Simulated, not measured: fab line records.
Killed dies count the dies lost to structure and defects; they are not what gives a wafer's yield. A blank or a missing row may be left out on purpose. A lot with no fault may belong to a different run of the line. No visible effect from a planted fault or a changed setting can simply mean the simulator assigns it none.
Chamber matching    flow n5 finfet    N5_BEOL_M15_DEP_53 on pecvd-01 has 3 sister chambers
The step deposits SiCN from 3MS/NH3, target thk 50 nm, time 17.8 s. 16 wafers are shown with their chamber, then 8 later ones without.

== EACH WAFER AND ITS CHAMBER ==
wafer   chamber  throttle valve pct (%)  showerhead plenum p Torr (Torr)
L209.2  0        18.1                    4.172
L209.5  2        17.5                    4.135
L209.6  0        18.1                    4.166
L215.3  1        20.1                    4.163
L215.4  1        20.2                    4.162
L215.5  0        18.3                    4.158
L219.1  2        17.6                    4.143
L219.3  0        18.0                    4.158
L219.5  2        17.6                    4.127
L225.1  2        17.5                    4.144
L225.2  1        20.1                    4.156
L225.3  0        18.0                    4.164
L224.1  1        20.5                    4.161
L224.3  0        18.2                    4.163
L224.4  1        20.4                    4.149
L227.2  0        18.1                    4.149

SIGNATURES, as means of the wafers listed above
reading                   chamber 0  chamber 1  chamber 2  scatter within a chamber
throttle valve pct        18.114     20.260     17.550     0.127
showerhead plenum p Torr  4.16143    4.15820    4.13725    0.00703
Rule: for a wafer and a chamber, the distance is found by dividing, reading by reading, the gap between the wafer's reading and the chamber's mean by the reading's scatter, squaring, summing and taking the root. The wafer belongs to the nearest chamber; if the next one is less than 2 further off, it can't be placed. The scatter is the square root of a quotient: the sum, over the shown wafers, of each reading's squared deviation from its chamber's mean, divided by wafers minus chambers.

== WAFERS WITH NO CHAMBER GIVEN ==
wafer   throttle valve pct (%)  showerhead plenum p Torr (Torr)
L227.4  17.5                    4.143
L227.5  20.4                    4.155
L229.3  17.7                    4.137
L229.4  17.5                    4.131
L229.6  20.2                    4.163
L228.2  17.7                    4.141
L228.3  18.1                    4.169
L228.4  17.7                    4.132

== WHICH CHAMBER EACH WENT THROUGH ==
wafer   from the rows above  in truth
L227.4  2                    2
L227.5  1                    1
L229.3  2                    2
L229.4  2                    2
L229.6  1                    1
L228.2  2                    2
L228.3  0                    0
L228.4  2                    2
Placed correctly: 8 of 8. Left unplaced by these rows: 0. 0 placed wrongly.
